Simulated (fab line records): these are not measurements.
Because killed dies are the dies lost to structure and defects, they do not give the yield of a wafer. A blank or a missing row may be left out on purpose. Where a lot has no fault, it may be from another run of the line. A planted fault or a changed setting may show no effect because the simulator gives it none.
Lot-split experiment	flow n5-finfet	21 wafers read across 7 lots, on a route 1938 steps long

## ON THE SPLIT
At N5_PASSIVATION_ETCH_54 (etches SiO2 in CHF3/O2, target depth 880 nm, time 440 s), the setting time-s was moved away from the recipe's 440 s on 8 of the 21 wafers read, by -22.1% to +22.3%. All remaining wafers had this setting at the recipe value.

The reading is taken at the split's own step.

## THE READING
PASSIVATION.feature-depth-nm (the simulator's own value, which no gauge read), in nm, at N5_PASSIVATION_ETCH_54 (etches SiO2 in CHF3/O2, target depth 880 nm, time 440 s). The file gives no usual value for it. Across the 13 wafers here that went through the recipe, the average is 884.2 nm and the standard deviation 28 nm.

wafer	tool, chamber at the split	time-s as run, s	against the recipe	PASSIVATION.feature-depth-nm, nm	against lot-mates on the recipe
L074.2	rie-diel-03, 2	356	-19.1%	742.8	-145.0
L074.5	rie-diel-03, 2	440	recipe	925.6	-
L074.6	rie-diel-03, 3	440	recipe	850	-
L082.1	rie-diel-05, 0	370.4	-15.8%	736.6	-167.0
L082.3	rie-diel-05, 2	440	recipe	913.2	-
L082.5	rie-diel-05, 3	440	recipe	894	-
L089.2	rie-diel-01, 1	440	recipe	908.2	-
L089.3	rie-diel-01, 0	440	recipe	868.6	-
L089.5	rie-diel-01, 1	440	recipe	908.4	-
L090.3	rie-diel-03, 3	538.1	+22.3%	1041	+148.4
L090.5	rie-diel-03, 1	440	recipe	892.6	-
L090.6	rie-diel-03, 2	538.1	+22.3%	1106	+213.4
L093.1	rie-diel-05, 3	342.7	-22.1%	686.4	-188.6
L093.4	rie-diel-05, 0	342.7	-22.1%	676.8	-198.2
L093.6	rie-diel-05, 3	440	recipe	875	-
L094.1	rie-diel-03, 1	373.9	-15.0%	759.4	-81.2
L094.3	rie-diel-03, 2	373.9	-15.0%	765.8	-74.8
L094.4	rie-diel-03, 3	440	recipe	840.6	-
L097.1	rie-diel-03, 0	440	recipe	879.6	-
L097.3	rie-diel-03, 1	440	recipe	904.2	-
L097.4	rie-diel-03, 3	440	recipe	834.6	-

FIT RESULTS
A straight line over all 21 wafers: PASSIVATION.feature-depth-nm changes by +8.58 nm for each +1% of time-s; r = +0.97; the points scatter about the line by 27 nm.
The same after taking each lot's own level away (the mean of its wafers on the recipe; 21 wafers): +8.05 nm for each +1%; r = +0.96; scatter 28 nm.
The reading moves by 1.8e+02 nm for the largest change in time-s, on that fit.
From 840.60 to 903.60 nm: that is the span of the lots' own levels, equal to 2.3 times the standard deviation above.
Consequently the slope shifts little with the lot-to-lot level, the two slopes agreeing.
Check: +193 nm against its lot-mates is what the line predicts for one of the wafers moved furthest among these (+22.3%) when that wafer is left out of the fit. It came out at +148 nm against them.

## THE OTHER SPLITS THESE WAFERS WENT THROUGH
These wafers also went through other splits before the reading. Each is held against what the fit with the lots' levels taken away leaves over:
other split on the same wafers	wafers away from the commonest value	r with PASSIVATION.feature-depth-nm (lot level and that fit taken away)
N5_BEOL_M14_TRENCH_ETCH_34 time-s	11	-0.08
N5_BEOL_M15_CMP_49 down-force-psi	4	-0.07
N5_PASSIVATION_EXPOSE_07 dose-mj	3	+0.40

## THE WHOLE CHAIN: every reading that the file lists as answering this split, in the file's order
step	what it does	reading	change (the file's fit)	r (the file's)
N5_PASSIVATION_ETCH_54	etches SiO2 in CHF3/O2, target depth 880 nm, time 440 s	etch.depth-nm (the simulator's own value, which no gauge read)	+8.15 nm for each +1% of the setting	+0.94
N5_PASSIVATION_ETCH_54	etches SiO2 in CHF3/O2, target depth 880 nm, time 440 s	PASSIVATION.feature-depth-nm (the simulator's own value, which no gauge read)	+8.15 nm for each +1% of the setting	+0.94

## THE FILE'S OWN FIT
PASSIVATION.feature-depth-nm changes by +8.15 nm for each +1% of time-s, r = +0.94.
